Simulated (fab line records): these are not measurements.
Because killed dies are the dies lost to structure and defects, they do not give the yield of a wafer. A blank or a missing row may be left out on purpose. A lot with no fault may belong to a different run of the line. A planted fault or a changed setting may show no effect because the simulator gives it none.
Comparing a struck lot with a sound one	flow n5-finfet	31 steps out of a route of 1938
Sound: these wafers, L201.1, L201.3, L201.5. Wafers L199.2, L199.3, L199.5 were the ones struck. The cause comes at the end.
Each step with rows lists, per side, the tool, then ch with its chambers, then its first start. Under that, the readings that differ: sound wafers	struck wafers	difference of the means	sigmas: that difference in standard deviations of wafers without a fault.
alike: readings whose means differ by less than 2 such deviations, and words and numbers that are the same on both sides. not compared: withheld readings, readings that some wafer has no value for, bounds like >300 that may hide the same value, and numbers for which the record gives no deviation and whose values overlap.
The two part at a step that has a row with sigmas, a row that says differs or no value, or rows on one side only. Numbers that don't overlap but have no deviation are shown without sigmas and don't part them. Lack of a reading on every wafer of one side parts them only where that side has two or more wafers.

first, 8 steps without rows for these wafers: N5_FIN_SAQP_HM_OPEN_33 (chemistry CH3F/O2, target SiNx, target depth 49.4 nm, time 70.6 s); N5_FIN_SAQP_ETCH_34 (etches SiO2 in C4F6/O2, target depth 45 nm, time 15 s); N5_FIN_SAQP_STRIP_77 (strips in N2/H2, time 90 s); N5_FIN_SAQP_ETCH_64 (etches SiO2 in CF4, target depth 1.5 nm); N5_FIN_SAQP_FIN_ETCH_36 (etches the open film in HBr/Cl2/O2, target depth 120 nm, time 50.4 s); N5_FIN_SAQP_PRECLEAN_38 (cleans in O3/DIW, time 45 s); N5_FIN_SAQP_PRECLEAN_45 (cleans in dHF, time 10 s); N5_FIN_SAQP_SRD_39 (time 30 s).
N5_FIN_CUT_COAT_18: time 60 s, resist thk 230 nm.
  sound on litho-track-02 ch 0, day 5 04:41; struck on litho-track-04 ch 0, day 4 15:21
reading	sound	struck	difference	sigmas
plate-temp-C (C)	249.69 249.86 249.81	250.02 250.04 250.46	+0.39	+2
spin-speed-rpm (rpm)	1501.6 1500.8 1501.3	1578.9 1578.5 1580.3	+78.0	+80
model.SOC_of_FIN_CUT_COAT_18.thk-nm (nm)	229.8 229.4 229.2	224 225.2 224.2	-5	
then, 11 steps without rows for these wafers: N5_FIN_CUT_COAT_19 (time 60 s, resist thk 20 nm); N5_FIN_CUT_COAT_29 (time 60 s, resist thk 10 nm); N5_FIN_CUT_COAT_02 (resist thk 30 nm); N5_FIN_CUT_EBR_04; N5_FIN_CUT_SOFTBAKE_03 (time 60 s); N5_FIN_CUT_EXPOSE_05 (exposes mask FIN CUT); N5_FIN_CUT_PEB_06 (peb time 60 s); N5_FIN_CUT_DEVELOP_07 (develop time 30 s); N5_FIN_CUT_DESCUM_13 (chemistry O2, time 7 s); N5_FIN_CUT_ETCH_30 (etches underlayer in N2/H2, target depth 13 nm, time 10.4 s); N5_FIN_CUT_ETCH_20 (etches SiARC in CF4, target depth 26 nm, time 43.3 s).
N5_FIN_CUT_ETCH_21: etches SOC in N2/H2, target depth 219 nm, overetch 43.8 nm, time 523.5 s.
  sound on rie-diel-02 ch 0,2,3, day 5 05:18; struck on rie-diel-06 ch 1,2,3, day 4 15:58
reading	sound	struck	difference	sigmas
model.etch.depth-nm (nm)	229.9 229.3 229.2	224 225.1 224.2	-5	
  alike: bias-w, drypump-motor-current-A, oes-product-au, rf-vpp-V, showerhead-plenum-p-Torr, throttle-valve-pct
  not compared: rf-hours-counter-h
then, 7 steps without rows for these wafers: N5_FIN_CUT_STRIP_23 (strips in N2/H2); N5_FIN_CUT_STRIP_31 (strips in N2/H2); N5_FIN_CUT_STRIP_24 (strips in CF4); N5_FIN_CUT_CUT_ETCH_26 (etches SiNx in CH3F/O2, target depth 39 nm, time 55.7 s); N5_FIN_CUT_CUT_ETCH_27 (etches SiO2 in CHF3/O2, target depth 4 nm, overetch 2 nm, time 4.9 s); N5_FIN_CUT_PRECLEAN_35 (cleans in vHF, time 13.3 s); N5_FIN_CUT_CUT_ETCH_15 (etches Si in HBr/Cl2/O2, target depth 100 nm, bt time 10 s, time 42.4 s).
N5_FIN_CUT_CUT_ETCH_28: etches Si in HBr/Cl2/O2, target depth 6 nm, time 2.4 s.
  sound on rie-si-05 ch 1,3, day 5 05:53; struck on rie-si-04 ch 0,1, day 4 16:33
reading	sound	struck	difference	sigmas
oes-product-au (a.u.)	0.978 0.981 0.987	1.025 0.968 1.037	+0.028	+2
throttle-valve-pct (%)	37.5 37.8 37.8	37.0 37.1 37.0	-0.7	-2
model.SOC_of_FIN_CUT_COAT_18.thk-nm (nm)	168.6 168.4 170	162.8 164 162.4	-5.9	
  alike: drypump-motor-current-A
  not compared: bias-w, rf-hours-counter-h
then, 1 step without rows for these wafers: N5_FIN_CUT_STRIP_22 (strips in N2/H2).
-- a jump in the record: the struck wafers' starts before and after are 12 days apart (it breaks off in module FIN_CUT and resumes in module PASSIVATION, where the first step shown is number 1936 of the route) --
N5_PASSIVATION_PROBE_49:
  struck on prober-01, day 16 15:39; sound on prober-02, day 18 11:47
reading	sound	struck	difference	sigmas
killed-short	55	37 43 32	-18	-2
  alike: killed_at_M0_to_M3, killed_at_M4_up, killed-at-contacts, killed-at-front-end, killed-at-other, killed-dies, killed-open

== WHERE THEY PART ==
First at N5_FIN_CUT_COAT_18; last, within this record, at N5_PASSIVATION_PROBE_49.

WHY: what had been put in by the simulator
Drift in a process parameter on litho-track-04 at N5_FIN_CUT_COAT_18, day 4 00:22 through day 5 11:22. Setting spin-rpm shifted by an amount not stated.
